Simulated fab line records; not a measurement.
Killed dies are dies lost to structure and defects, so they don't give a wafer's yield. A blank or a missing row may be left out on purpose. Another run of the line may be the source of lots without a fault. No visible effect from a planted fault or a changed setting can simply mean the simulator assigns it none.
Code-filled problem report in 8D (eight disciplines) form :: flow n5-finfet :: the parts of the form that need people (team, actions taken, sign-off) are left out

## 1. PROBLEM STATEMENT
At N5_GATE_CUT_CMP_02, time-to-endpoint-s averages 13.0 s over 5 wafers from 3 lots, while fault-free wafers read 25.5 s, standard deviation 2. Relative to the usual mean, that is a shift of -6.2 standard deviations.
The step: polishes, stops on SiO2, t overpolish 12.7 s, target thk 0 nm.
Seen first at day 6 22:56 on cmp-01, wafer L601.1. Wafers with a number at this step in the record: 27, from 9 lots. By rule, "out" or "out of limits" means more than 4 standard deviations away from the usual mean. The other wafers with a number count as sound.

## 2. WHAT IT IS, WHAT IT ISN'T
question: which readings at this step
is: time-to-endpoint-s
is not: motor-current-A, retaining-ring-pressure-frac

question: which lots
is: L601, L605, L606
is not: L592, L594, L596, L608, L611, L614

question: which wafers of those lots
is: L601.1, L601.6, L605.1, L606.3, L606.6
is not: L601.5, L605.4, L605.5, L606.2

question: read on which tools
is: cmp-01
is not: cmp-03, cmp-04

question: when
is: from day 6 22:56
is not: up to then (10 sound wafers); but 12 sound wafers of L605, L606, L608, L611, L614 came after

## 3. THE SUSPECTS, EACH WITH WHAT RULES IT OUT
Counting: if a tool at a process step up to the reading ran every lot that is out, it stays a suspect. Sound lots after the first of them don't rule it out here, since some wafers of a struck lot are sound.
- cmp-01 at N5_GATE_CUT_CMP_02 (polishes, stops on SiO2, t overpolish 12.7 s, target thk 0 nm): kept. Every lot that is out went through it, the first being L601 (day 6 22:56); the last sound lot it ran before that was L596 (day 5 16:49). Its own readings are out on those wafers: time-to-endpoint-s.
Left after counting: cmp-01 at N5_GATE_CUT_CMP_02.

## 4. THE CAUSE (what the simulator had put in)
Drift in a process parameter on cmp-01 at N5_GATE_CUT_CMP_02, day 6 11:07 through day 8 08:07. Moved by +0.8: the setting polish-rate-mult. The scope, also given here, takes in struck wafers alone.
The count eliminated every tool but this one.

## 5. THE EFFECT CHAIN, in route order
Rows list readings where the struck wafers' mean (over those with a number) sits beyond 3 standard deviations from the usual. Readings are gone through only where the record gives a usual standard deviation; hours: the median, over the lots, of the time from a lot's start at the first step in this table giving one to that lot's start at this step; sigmas: the change measured in usual standard deviations.
hours: 0
step: N5_GATE_CUT_CMP_02
reading: time-to-endpoint-s
usual: 25.5 s
on struck wafers: 13.0
change: -12.5
sigmas: -6.2
It contains these process steps:
- N5_GATE_CUT_CMP_02: polishes, stops on SiO2, t overpolish 12.7 s, target thk 0 nm.
At these later measuring or inspecting steps, every struck wafer for which the step has a row has a number for every such reading, and none has moved that far: N5_GATE_CUT_OVL_MEAS_14, N5_BEOL_M4_RC_MEAS_101.

## 6. HOW IT WOULD HAVE BEEN CAUGHT EARLIER
12 hours passed between the start of the fault at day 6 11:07 and the first reading out of limits in this record, taken at day 6 22:56.
